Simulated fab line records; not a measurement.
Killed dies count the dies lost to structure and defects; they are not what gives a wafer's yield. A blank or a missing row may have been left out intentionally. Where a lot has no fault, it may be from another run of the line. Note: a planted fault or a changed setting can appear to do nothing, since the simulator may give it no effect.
Matching of chambers + flow nand_harc + NHARC_P_M2_PRE_CLEAN_32 on pecvd-03 has 3 sister chambers
The step time 12 s. 20 wafers are shown with their chamber, then 10 later ones without.

## WAFERS WITH THEIR CHAMBER
| wafer  | chamber | heater_power_w (W) | susceptor_temp_C (C) |
|--------|---------|--------------------|----------------------|
| L075.1 | 2       | 815                | 369.73               |
| L075.3 | 1       | 689                | 370.18               |
| L075.6 | 0       | 600                | 369.78               |
| L076.1 | 1       | 726                | 370.28               |
| L076.2 | 2       | 727                | 369.75               |
| L076.5 | 1       | 735                | 370.23               |
| L079.1 | 0       | 611                | 369.91               |
| L079.2 | 1       | 750                | 370.07               |
| L079.6 | 0       | 622                | 369.59               |
| L077.1 | 0       | 559                | 369.88               |
| L077.3 | 1       | 785                | 370.14               |
| L077.5 | 2       | 732                | 370.06               |
| L082.2 | 0       | 553                | 369.77               |
| L082.3 | 2       | 793                | 370.16               |
| L082.6 | 1       | 801                | 369.84               |
| L086.1 | 0       | 578                | 370.24               |
| L086.2 | 2       | 769                | 369.85               |
| L086.6 | 1       | 676                | 369.82               |
| L085.3 | 1       | 690                | 370.05               |
| L085.4 | 0       | 533                | 369.92               |

SIGNATURES (means of the wafers above)
| reading          | chamber 0 | chamber 1 | chamber 2 | scatter within a chamber |
|------------------|-----------|-----------|-----------|--------------------------|
| heater_power_w   | 579.43    | 731.50    | 767.20    | 39.9                     |
| susceptor_temp_C | 369.8700  | 370.0763  | 369.9100  | 0.186                    |
Rule: a wafer's distance from a chamber is the root of the sum, over the readings, of the square of ((its reading less the chamber's mean) divided by the reading's scatter). The wafer belongs to the nearest chamber; if the next one is less than 2 further off, it can't be placed. The scatter: the root of (the sum of the squares of (reading less its chamber's mean) over the shown wafers, divided by (wafers less chambers)).

## WAFERS MISSING THEIR CHAMBER
| wafer  | heater_power_w (W) | susceptor_temp_C (C) |
|--------|--------------------|----------------------|
| L085.5 | 723                | 370.28               |
| L091.2 | 607                | 369.62               |
| L091.3 | 773                | 369.90               |
| L091.4 | 595                | 369.90               |
| L094.1 | 675                | 370.05               |
| L094.2 | 692                | 370.31               |
| L094.3 | 612                | 369.67               |
| L095.1 | 521                | 370.27               |
| L095.4 | 750                | 370.20               |
| L095.5 | 511                | 370.01               |

## WHICH CHAMBER EACH ONE RAN IN
| wafer  | from the rows above          | in truth |
|--------|------------------------------|----------|
| L085.5 | can't be placed: 1 or 2      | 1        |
| L091.2 | 0                            | 0        |
| L091.3 | can't be placed: 2 or 1      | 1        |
| L091.4 | 0                            | 0        |
| L094.1 | can't be placed: 1 or 2 or 0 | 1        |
| L094.2 | can't be placed: 1 or 2      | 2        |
| L094.3 | 0                            | 0        |
| L095.1 | 0                            | 0        |
| L095.4 | can't be placed: 1 or 2      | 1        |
| L095.5 | 0                            | 0        |
Placed correctly: 5 of 10. These rows do not allow placing 5 (true chamber among the candidates in 5). Placed wrongly: 0.
